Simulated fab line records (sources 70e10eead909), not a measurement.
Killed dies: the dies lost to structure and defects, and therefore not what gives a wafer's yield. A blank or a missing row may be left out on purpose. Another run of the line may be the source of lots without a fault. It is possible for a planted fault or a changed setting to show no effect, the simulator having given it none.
One fault through the eyes of 3 desks    flow nand_harc    every desk sees just its own numbers, and what lay behind them comes last

## METROLOGY DESK
What the gauges read, lot by lot, whatever tool the lot ran on: means of the sampled wafers that have a number. The brackets show how far a lot's mean lies from the usual mean; more than 4 standard deviations puts the lot out of limits, marked OUT.
Columns: A = cd_nm at NHARC_P_M2_CD_MEAS_09, usual 170.0 nm; B = overlay_x_nm at NHARC_P_M2_OVL_MEAS_10, usual 0.1 nm; C = overlay_y_nm at NHARC_P_M2_OVL_MEAS_10, usual -0.1 nm; D = cd_nm at NHARC_P_M2_CD_MEAS_16, usual 170.0 nm; E = thk_nm at NHARC_P_M2_THK_MEAS_24, usual 144.0 nm
lot   first seen here  A      B     C     D      E
L162  day 7 19:19      169.9  0.4   1.0   169.4  143.7
L171  day 11 00:20     170.2  -0.7  -0.4  170.1  144.0
L172  day 11 08:28     170.9  -0.7  -0.5  170.8  145.9
L173  day 11 18:25     170.3  0.6   -0.9  170.9  144.6
L176  day 13 09:16     170.4  -0.5  0.5   170.4  143.3
L181  day 15 01:34     169.8  0.2   -0.8  170.4  144.0
L182  day 15 15:16     169.8  2.2   -0.6  169.3  143.2
This desk's verdict: no lot among the 7 shows anything out of limits.

## TOOL OWNER'S DESK, pvd_sputter-01
The tool's own readings at NHARC_P_M2_PVD_20 (deposits TaN, target thk 5 nm, time 8.06 s): means of the sampled wafers that have a number, for each lot that ran on this tool. The brackets show how far a lot's mean lies from the usual mean; more than 4 standard deviations puts the lot out of limits, marked OUT.
Columns: A = throttle_valve_pct at NHARC_P_M2_PVD_20, usual 29.7 %
lot   first seen here  A
L162  day 7 20:38      29.5
L171  day 11 01:39     30.0
L172  day 11 09:49     30.0
L173  day 11 19:51     29.5
L181  day 15 02:53     30.0
This desk's verdict: no lot among the 5 shows anything out of limits.

## THE DEFECT DESK
Per lot, the means of the sampled wafers with a number show what the inspections along the route counted. The brackets show how far a lot's mean lies from the usual mean; more than 4 standard deviations puts the lot out of limits, marked OUT.
Columns: A = raw_defect_count at NHARC_P_M2_INSPECT_11, usual 4.9
lot   first seen here  A
L162  day 7 19:27      4.0
L171  day 11 00:28     5.0
L172  day 11 08:35     5.0
L173  day 11 18:32     4.3
L176  day 13 09:23     9.0
L181  day 15 01:41     2.7
L182  day 15 15:23     3.7
This desk's verdict: no lot among the 7 shows anything out of limits.

## PUT TOGETHER
The metrology desk saw nothing out of limits.
The tool owner's desk saw nothing out of limits.
No out-of-limits result turned up at the defect desk.

## WHAT WAS PUT IN BY THE SIMULATOR
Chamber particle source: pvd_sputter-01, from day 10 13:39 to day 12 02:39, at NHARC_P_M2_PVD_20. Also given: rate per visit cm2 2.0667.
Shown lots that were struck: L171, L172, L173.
